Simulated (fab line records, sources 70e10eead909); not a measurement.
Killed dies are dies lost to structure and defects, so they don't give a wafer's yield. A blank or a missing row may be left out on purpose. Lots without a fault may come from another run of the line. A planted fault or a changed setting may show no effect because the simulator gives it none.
A struck lot beside a sound one | flow nand_harc | 15 steps out of a route of 1302
Sound: wafers L227.1, L227.4, L227.5. Struck: wafer L233.4. (L233.1 of the same lot was not struck and is left out.) The cause comes at the end.
At each step with rows: each side's tool, then ch and its chambers, then its first start. Under that, the readings that differ: sound wafers | struck wafers | difference of the means | sigmas: that difference in standard deviations of wafers without a fault.
alike: readings whose means differ by less than 2 such deviations, and words and numbers that are the same on both sides. not compared: withheld readings, readings that some wafer has no value for, bounds like >300 that may hide the same value, and numbers for which the record gives no deviation and whose values overlap.
The two part at a step that has a row with sigmas, a row that says differs or no value, or rows on one side only. Numbers that don't overlap but have no deviation are shown without sigmas and don't part them. A reading that every wafer of one side lacks parts them only if that side has two wafers or more.

first, 1 step without rows for these wafers: NHARC_A_DECK1_JOINT_SRD_15.
NHARC_A_DECK1_JOINT_DEP_16: deposits SiO2, target thk 45 nm.
  sound on pecvd-03 ch 1,2, day 12 13:26; struck on pecvd-03 ch 1, day 14 11:29
  alike: heater_power_outer_w, heater_power_w, throttle_valve_pct
NHARC_A_DECK1_JOINT_THK_MEAS_17: measures by ellipsometry.
  sound on film_metro-02, day 12 13:39; struck on film_metro-02, day 14 11:44
  reading     | sound          | struck | difference | sigmas
  thk_nm (nm) | 41.9 45.6 43.8 | 46.2   | +2.4       | +2
NHARC_A_DECK1_JOINT_INSPECT_05:
  sound on defect_inspect-01, day 12 13:41; struck on defect_inspect-02, day 14 11:46
  alike: raw_defect_count
then, 1 step without rows for these wafers: NHARC_A_ONON_D2_DEP_00 (target thk 1000 nm).
NHARC_A_ONON_D2_THK_MEAS_02: measures by ellipsometry.
  sound on film_metro-01, day 12 14:25; struck on film_metro-02, day 14 12:20
  alike: thk_nm
then, 1 step without rows for these wafers: NHARC_A_ONON_D2_DEP_03 (target thk 1000 nm).
NHARC_A_ONON_D2_THK_MEAS_05: measures by ellipsometry.
  sound on film_metro-01, day 12 14:59; struck on film_metro-01, day 14 12:55
  alike: thk_nm
then, 1 step without rows for these wafers: NHARC_A_ONON_D2_DEP_06 (target thk 1000 nm).
NHARC_A_ONON_D2_THK_MEAS_08: measures by ellipsometry.
  sound on film_metro-01, day 12 15:33; struck on film_metro-02, day 14 13:29
  alike: thk_nm
then, 1 step without rows for these wafers: NHARC_A_ONON_D2_DEP_09 (target thk 1000 nm).
NHARC_A_ONON_D2_THK_MEAS_11: measures by ellipsometry.
  sound on film_metro-02, day 12 16:07; struck on film_metro-02, day 14 14:02
  alike: thk_nm
NHARC_A_ONON_D2_DEP_12: target thk 1000 nm.
  sound on pecvd_onon-04 ch 0, day 12 16:10; struck on pecvd_onon-02 ch 0, day 14 14:05
  alike: nh3_flow_sccm
NHARC_A_ONON_D2_THK_MEAS_14: measures by ellipsometry.
  sound on film_metro-02, day 12 16:41; struck on film_metro-01, day 14 14:36
  reading     | sound       | struck | difference | sigmas
  thk_nm (nm) | 995 994 996 | 721    | -274       | -27
then, 1 step without rows for these wafers: NHARC_A_ONON_D2_ANNEAL_15 (time 3600 s).

WHERE THEY PART
First at NHARC_A_DECK1_JOINT_THK_MEAS_17; last, within this record, at NHARC_A_ONON_D2_THK_MEAS_14.

WHY: what the simulator had put in
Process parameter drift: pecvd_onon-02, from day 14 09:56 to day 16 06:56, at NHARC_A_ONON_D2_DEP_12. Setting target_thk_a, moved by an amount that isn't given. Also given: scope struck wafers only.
